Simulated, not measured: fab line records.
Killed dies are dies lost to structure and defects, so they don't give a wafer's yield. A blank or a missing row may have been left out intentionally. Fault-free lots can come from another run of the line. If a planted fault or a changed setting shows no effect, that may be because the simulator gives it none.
Split-lot study    flow n5_finfet    on a route of 1938 steps: 7 lots, 39 wafers read

== ON THE SPLIT ==
At N5_SD_EPI_N_ETCH_45 (etches SiOCN in CH3F/O2, target depth 6 nm), the setting target_depth_a was moved away from the recipe's 60 angstrom on 12 of the 39 wafers read, by -23.1% to +59.3%. This setting was run at the recipe's value on the other wafers.

The reading is taken at the split's own step.

== THE READING ==
etch.depth_nm (the simulator's own value, which no gauge read), in nm, at N5_SD_EPI_N_ETCH_45 (etches SiOCN in CH3F/O2, target depth 6 nm). No usual value for it is given in the file. Average 5.924 nm, standard deviation 0.11 nm, over the 27 wafers here run with the recipe.

wafer   tool, chamber at the split  target_depth_a as run, angstrom  against the recipe  etch.depth_nm, nm  against lot-mates on the recipe
L075.1  rie_diel-06, 3              60                               recipe              5.834              -
L075.2  rie_diel-06, 2              73.5                             +22.5%              7.388              +1.572
L075.3  rie_diel-06, 1              60                               recipe              5.801              -
L075.4  rie_diel-06, 3              73.5                             +22.5%              7.199              +1.383
L075.5  rie_diel-06, 2              73.5                             +22.5%              7.424              +1.608
L075.6  rie_diel-06, 1              60                               recipe              5.813              -
L078.1  rie_diel-02, 3              60                               recipe              5.946              -
L078.2  rie_diel-02, 1              60                               recipe              6.073              -
L078.4  rie_diel-02, 3              60                               recipe              5.922              -
L080.1  rie_diel-03, 0              60                               recipe              6.109              -
L080.2  rie_diel-03, 3              60                               recipe              5.9                -
L080.3  rie_diel-03, 2              46.16                            -23.1%              4.553              -1.483
L080.4  rie_diel-03, 1              46.16                            -23.1%              4.573              -1.463
L080.5  rie_diel-03, 0              60                               recipe              6.1                -
L080.6  rie_diel-03, 3              46.16                            -23.1%              4.588              -1.448
L081.1  rie_diel-03, 1              60                               recipe              5.939              -
L081.2  rie_diel-03, 2              95.56                            +59.3%              9.487              +3.497
L081.3  rie_diel-03, 3              60                               recipe              5.921              -
L081.4  rie_diel-03, 0              60                               recipe              6.109              -
L081.5  rie_diel-03, 0              95.56                            +59.3%              9.725              +3.735
L081.6  rie_diel-03, 3              95.56                            +59.3%              9.435              +3.445
L082.1  rie_diel-03, 0              60                               recipe              6.076              -
L082.2  rie_diel-03, 1              60                               recipe              5.961              -
L082.3  rie_diel-03, 3              60                               recipe              5.87               -
L082.4  rie_diel-03, 2              60                               recipe              5.898              -
L082.5  rie_diel-03, 3              60                               recipe              5.84               -
L082.6  rie_diel-03, 0              60                               recipe              6.04               -
L087.1  rie_diel-02, 2              60                               recipe              5.893              -
L087.2  rie_diel-02, 1              60                               recipe              5.973              -
L087.3  rie_diel-02, 0              60                               recipe              5.712              -
L087.4  rie_diel-02, 1              60                               recipe              6.003              -
L087.5  rie_diel-02, 0              60                               recipe              5.737              -
L087.6  rie_diel-02, 2              60                               recipe              5.934              -
L091.1  rie_diel-03, 0              60                               recipe              5.945              -
L091.2  rie_diel-03, 3              60                               recipe              5.7                -
L091.3  rie_diel-03, 1              93.17                            +55.3%              9.03               +3.179
L091.4  rie_diel-03, 2              60                               recipe              5.907              -
L091.5  rie_diel-03, 3              93.17                            +55.3%              8.872              +3.021
L091.6  rie_diel-03, 0              93.17                            +55.3%              9.279              +3.428

FIT RESULTS
A straight line over all 39 wafers: etch.depth_nm changes by +0.0592 nm for each +1% of target_depth_a; r = +1.00; the points scatter about the line by 0.13 nm.
The same after taking each lot's own level away (the mean of its wafers on the recipe; 39 wafers): +0.06 nm for each +1%; r = +1.00; scatter 0.12 nm.
Per that fit: largest target_depth_a move, reading shift of 3.6 nm.
Across the lots, their own levels run from 5.8160 to 6.0363 nm, a range of 1.9 times the standard deviation given above.
So the lot-to-lot level changes the slope little: the two slopes agree.
Check: for one of the wafers moved furthest among these (+59.3%), held out of the fit, the line's prediction against its lot-mates is +3.57 nm. It came out at +3.5 nm against them.

== THESE WAFERS: OTHER SPLITS ==
These wafers also went through other splits before the reading. Each is held against what the fit with the lots' levels taken away leaves over:
other split on the same wafers           wafers away from the commonest value  r with etch.depth_nm (lot level and that fit taken away)
N5_ZERO_LAYER_DEVELOP_10 develop_time_s  18                                    +0.33
N5_FIN_SAQP_PECVD_47 time_s              12                                    +0.04

== FILE'S OWN FIT ==
etch.depth_nm changes by +0.06 nm for each +1% of target_depth_a, r = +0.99.
